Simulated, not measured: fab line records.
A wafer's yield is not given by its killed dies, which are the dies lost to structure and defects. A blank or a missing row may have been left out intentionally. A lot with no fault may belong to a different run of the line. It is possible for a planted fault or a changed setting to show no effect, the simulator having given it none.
Split-lot trial ; flow n5_finfet ; route with 1938 steps; 7 lots, 21 wafers read

## ON THE SPLIT
At N5_BEOL_M14_SPUTTER_43 (material TaN, target thk 15 nm, time 24.19 s), the setting power_w was moved away from the recipe's 15000 W on 8 of the 21 wafers read, by -9.0% to +17.6%. This setting was run at the recipe's value on the other wafers.

The reading is taken at the split's own step.

## THE READING
TaN_of_BEOL_M14_SPUTTER_43.thk_nm (the simulator's own value, which no gauge read), in nm, at N5_BEOL_M14_SPUTTER_43 (material TaN, target thk 15 nm, time 24.19 s). No usual value for it is given in the file. Here, 13 wafers ran the recipe; their average is 15.0 nm with a standard deviation of 0.095 nm.

wafer;tool, chamber at the split;power_w as run, W;against the recipe;TaN_of_BEOL_M14_SPUTTER_43.thk_nm, nm;against lot-mates on the recipe
L075.2;pvd_sputter-02, -;17000;+13.3%;16.8;+1.9
L075.3;pvd_sputter-02, -;15000;recipe;14.8;-
L075.5;pvd_sputter-02, -;15000;recipe;15;-
L076.2;pvd_sputter-03, -;15000;recipe;15;-
L076.3;pvd_sputter-03, -;15000;recipe;15;-
L076.6;pvd_sputter-03, -;17160;+14.4%;17.4;+2.4
L080.2;pvd_sputter-02, -;13650;-9.0%;13.8;-1.4
L080.5;pvd_sputter-02, -;13650;-9.0%;13.8;-1.4
L080.3;pvd_sputter-02, -;15000;recipe;15.2;-
L082.3;pvd_sputter-02, -;15000;recipe;15;-
L082.4;pvd_sputter-02, -;15000;recipe;15;-
L082.6;pvd_sputter-02, -;15000;recipe;15;-
L086.1;pvd_sputter-03, -;17640;+17.6%;17.6;+2.6
L086.5;pvd_sputter-03, -;17640;+17.6%;17.6;+2.6
L086.4;pvd_sputter-03, -;15000;recipe;15;-
L085.2;pvd_sputter-01, -;14060;-6.3%;14.2;-0.8
L085.3;pvd_sputter-01, -;15000;recipe;15;-
L085.4;pvd_sputter-01, -;15000;recipe;15;-
L096.1;pvd_sputter-01, -;15820;+5.5%;15.6;+0.7
L096.4;pvd_sputter-01, -;15000;recipe;15;-
L096.6;pvd_sputter-01, -;15000;recipe;14.8;-

FIT RESULTS
A straight line over all 21 wafers: TaN_of_BEOL_M14_SPUTTER_43.thk_nm changes by +0.145 nm for each +1% of power_w; r = +0.99; the points scatter about the line by 0.13 nm.
The same after taking each lot's own level away (the mean of its wafers on the recipe; 21 wafers): +0.15 nm for each +1%; r = +1.00; scatter 0.089 nm.
Per that fit: largest power_w move, reading shift of 2.6 nm.
From 14.90 to 15.20 nm: that is the span of the lots' own levels, equal to 3.2 times the standard deviation above.
Hence the lot-to-lot level has little effect on the slope; both slopes agree.
Check: for one of the wafers moved furthest among these (+17.6%), held out of the fit, the line's prediction against its lot-mates is +2.65 nm. Against them it came out at +2.6 nm.

## OTHER SPLITS ON THESE WAFERS
These wafers also went through other splits before the reading. Each is held against what the fit with the lots' levels taken away leaves over:
other split on the same wafers;wafers away from the commonest value;r with TaN_of_BEOL_M14_SPUTTER_43.thk_nm (lot level and that fit taken away)
N5_BEOL_M14_DESCUM_15 time_s;12;-0.31
N5_BEOL_M14_TRENCH_ETCH_34 time_s;6;+0.08

## THE FILE'S OWN FIT
TaN_of_BEOL_M14_SPUTTER_43.thk_nm changes by +0.15 nm for each +1% of power_w, r = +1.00.
